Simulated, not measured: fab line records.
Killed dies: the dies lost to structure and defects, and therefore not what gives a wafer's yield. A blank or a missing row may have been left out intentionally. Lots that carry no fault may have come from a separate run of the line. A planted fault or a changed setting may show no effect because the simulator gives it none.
Chamber matching | flow n5 finfet | 4 sister chambers for N5_BEOL_M9_STRIP_36 on rie diel-01
The step strips in N2/H2. 4 wafers are shown with their chamber, then 7 later ones without.

== WAFERS, EACH WITH ITS CHAMBER ==
wafer  | chamber | showerhead plenum p Torr (Torr)
L085.1 | 1       | 2.47
L089.6 | 2       | 2.61
L091.1 | 3       | 2.50
L091.2 | 0       | 2.55

== WAFERS WITH NO CHAMBER GIVEN ==
wafer  | showerhead plenum p Torr (Torr)
L091.4 | 2.46
L097.2 | 2.54
L097.4 | 2.50
L097.5 | 2.60
L096.4 | 2.46
L096.5 | 2.54
L096.6 | 2.46

== EACH ONE'S CHAMBER ==
wafer  | from the rows above | in truth
L091.4 | 1                   | 1
L097.2 | 0                   | 0
L097.4 | 3                   | 3
L097.5 | 2                   | 2
L096.4 | 1                   | 1
L096.5 | 0                   | 0
L096.6 | 1                   | 1
Placed correctly: 7 of 7. From these rows, 0 cannot be placed. 0 placed wrongly.
How it was worked out, from the rows above alone: a wafer's distance from a chamber is the root of the sum, over the readings, of the square of ((its reading less the chamber's mean) divided by the reading's scatter). The wafer belongs to the nearest chamber; if the next one is less than 2 further off, it can't be placed. Each chamber's mean is taken over the wafers shown for it. The scatter: root of mean squared gap, hidden wafer to nearest shown wafer, with one shown wafer a chamber.
